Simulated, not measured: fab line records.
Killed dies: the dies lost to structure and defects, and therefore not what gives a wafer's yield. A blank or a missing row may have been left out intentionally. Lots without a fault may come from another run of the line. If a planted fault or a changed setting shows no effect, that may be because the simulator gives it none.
Split-lot study | flow n5-finfet | 21 wafers read across 7 lots, on a route 1938 steps long

SPLIT DETAILS
At N5_BEOL_M6_EXPOSE_08 (exposes mask M6), the setting dose-mj was moved away from the recipe's 68.25 on 4 of the 21 wafers read, by -4.8% to +4.6%. The other wafers ran this setting at the recipe's value.

FROM THE SPLIT TO THE READING: what the file shows between them, 2 steps
- N5_BEOL_M6_PEB_09: peb time 60 s
- N5_BEOL_M6_DEVELOP_10: develop time 30 s

THE READING
cd-nm, in nm, at N5_BEOL_M6_CD_MEAS_11 (target cd 38.5 nm). A value of 38.7 nm with a standard deviation of 0.8 nm is what fault-free wafers of this fab line usually give.

wafer  | tool, chamber at the split | dose-mj as run | against the recipe | cd-nm, nm | against lot-mates on the recipe
L077.3 | arfi-scanner-01, 0         | 68.25          | recipe             | 39.4      | -
L077.4 | arfi-scanner-01, 0         | 71.17          | +4.3%              | 41.4      | +2.6
L077.5 | arfi-scanner-01, 0         | 68.25          | recipe             | 38.2      | -
L079.3 | arfi-scanner-02, 0         | 68.25          | recipe             | 38.3      | -
L079.4 | arfi-scanner-02, 0         | 68.25          | recipe             | 37.8      | -
L079.6 | arfi-scanner-02, 0         | 68.25          | recipe             | 37.3      | -
L080.2 | arfi-scanner-02, 0         | 68.25          | recipe             | 38.3      | -
L080.3 | arfi-scanner-02, 0         | 68.25          | recipe             | 37.5      | -
L080.6 | arfi-scanner-02, 0         | 68.25          | recipe             | 39.0      | -
L083.2 | arfi-scanner-02, 0         | 68.25          | recipe             | 39.1      | -
L083.3 | arfi-scanner-02, 0         | 68.25          | recipe             | 38.5      | -
L083.6 | arfi-scanner-02, 0         | 68.25          | recipe             | 39.5      | -
L087.3 | arfi-scanner-03, 0         | 68.25          | recipe             | 37.4      | -
L087.4 | arfi-scanner-03, 0         | 68.25          | recipe             | 37.5      | -
L087.5 | arfi-scanner-03, 0         | 71.38          | +4.6%              | 39.6      | +2.1
L090.2 | arfi-scanner-01, 0         | 68.25          | recipe             | 38.8      | -
L090.4 | arfi-scanner-01, 0         | 68.25          | recipe             | 38.6      | -
L090.6 | arfi-scanner-01, 0         | 70.81          | +3.8%              | 41.3      | +2.6
L094.2 | arfi-scanner-01, 0         | 64.95          | -4.8%              | 36.3      | -2.2
L094.4 | arfi-scanner-01, 0         | 68.25          | recipe             | 38.3      | -
L094.6 | arfi-scanner-01, 0         | 68.25          | recipe             | 38.6      | -

THE FIT
A straight line over all 21 wafers: cd-nm changes by +0.511 nm for each +1% of dose-mj; r = +0.80; the points scatter about the line by 0.75 nm.
The same after taking each lot's own level away (the mean of its wafers on the recipe; 21 wafers): +0.531 nm for each +1%; r = +0.92; scatter 0.44 nm.
The reading moves by 2.6 nm for the largest change in dose-mj, on that fit.
The span of the lots' own levels, 37.45 to 39.03 nm, comes to 2.0 times the standard deviation stated above.
The two slopes agree, so the slope changes little with the lot-to-lot level.
Check: with one of the wafers moved furthest among these (-4.8%) left out of the fit, the line predicts -2.77 nm for it against its lot-mates. Against them it came out at -2.15 nm.

OTHER SPLITS ON THESE WAFERS
These wafers also went through other splits before the reading. Each is held against what the fit with the lots' levels taken away leaves over:
other split on the same wafers | wafers away from the commonest value | r with cd-nm (lot level and that fit taken away)
N5_BEOL_M0_CUTY_ETCH_63 time-s | 6                                    | -0.01
N5_BEOL_M0_ETCH_128 source-w   | 5                                    | +0.08
N5_BEOL_M3_COAT_76 spin-rpm    | 11                                   | -0.23
N5_BEOL_M6_ILD_DEP_00 time-s   | 5                                    | +0.06

FILE'S OWN FIT
cd-nm changes by +0.535 nm for each +1% of dose-mj, r = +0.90.
